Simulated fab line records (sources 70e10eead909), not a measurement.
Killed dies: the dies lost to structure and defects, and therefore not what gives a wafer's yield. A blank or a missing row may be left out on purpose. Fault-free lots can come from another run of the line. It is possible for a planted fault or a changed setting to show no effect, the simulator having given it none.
Problem report in the 8D (eight disciplines) form, filled by code / flow nand_harc / the parts of the form that need people (team, actions taken, sign-off) are left out

1. WHAT IS WRONG
At NHARC_P_STI_ETCH_42, run_length_s averages 65.8 s over 2 wafers from 2 lots, while fault-free wafers read 82.3 s, standard deviation 0.52. Measured from the usual mean, that is -32 standard deviations.
The step: etches the open film in N2/H2, target depth 80 nm, overetch 24 nm, time 61 s.
Earliest sighting: wafer L376.1 on rie_diel-05 at day 8 05:10. The record has a number at this step for 36 wafers belonging to 12 lots. Rule for "out", or "out of limits": more than 4 standard deviations from the usual mean. All remaining wafers that have a number are taken as sound.

2. WHAT THIS IS AND IS NOT
question=which readings at this step | is=run_length_s | is not=drypump_motor_current_A, oes_product_au, rf_vpp_V, showerhead_plenum_p_Torr, throttle_valve_pct
question=which lots | is=L376, L378 | is not=L365, L366, L367, L368, L369, L372, L373, L383, L385, L386
question=which wafers of those lots | is=L376.1, L378.1 | is not=L376.4, L376.5, L378.2, L378.4
question=read on which tools | is=rie_diel-05 | is not=rie_diel-10, rie_diel-13
question=when | is=from day 8 05:10 | is not=up to then (23 sound wafers); but 11 sound wafers of L378, L383, L385, L386 came after

3. WHAT RULES OUT EACH SUSPECT
Counting: a tool at a process step up to the reading stays a suspect if it ran every lot that is out. Sound lots after the first of them don't rule it out here, since some wafers of a struck lot are sound.
- rie_diel-05 at NHARC_P_STI_ETCH_42 (etches the open film in N2/H2, target depth 80 nm, overetch 24 nm, time 61 s): kept. It ran every lot that is out, first L376 (day 8 05:10); its last sound lot up to then is L373 (day 7 03:05). On those wafers its own readings are out: run_length_s.
The count leaves rie_diel-05 at NHARC_P_STI_ETCH_42.

4. THE CAUSE (what the simulator had put in)
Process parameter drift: rie_diel-05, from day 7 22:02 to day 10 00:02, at NHARC_P_STI_ETCH_42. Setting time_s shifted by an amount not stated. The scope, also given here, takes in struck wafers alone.
After counting, this tool was the only one left.

5. THE CHAIN OF EFFECTS, in route order
Rows list readings where the struck wafers' mean (over those with a number) sits beyond 3 standard deviations from the usual. Only readings whose record carries a usual standard deviation are examined. hours: median over the lots of the time between each lot's start at the first step of this table that gives one and its start at this step. sigmas: the change, counted in usual standard deviations.
hours=0; step=NHARC_P_STI_ETCH_42; reading=run_length_s; usual=82.3 s; on struck wafers=65.8; change=-16.5; sigmas=-32
It contains these process steps:
- NHARC_P_STI_ETCH_42: etches the open film in N2/H2, target depth 80 nm, overetch 24 nm, time 61 s.
Later steps that measure or inspect, where all struck wafers having a row at the step show a number for every such reading and not one has moved that far: NHARC_P_STI_OCD_MEAS_17, NHARC_END_SORT_01.

6. WHAT WOULD HAVE CAUGHT IT SOONER
7 hours passed between the start of the fault at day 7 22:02 and the first reading out of limits in this record, taken at day 8 05:10.
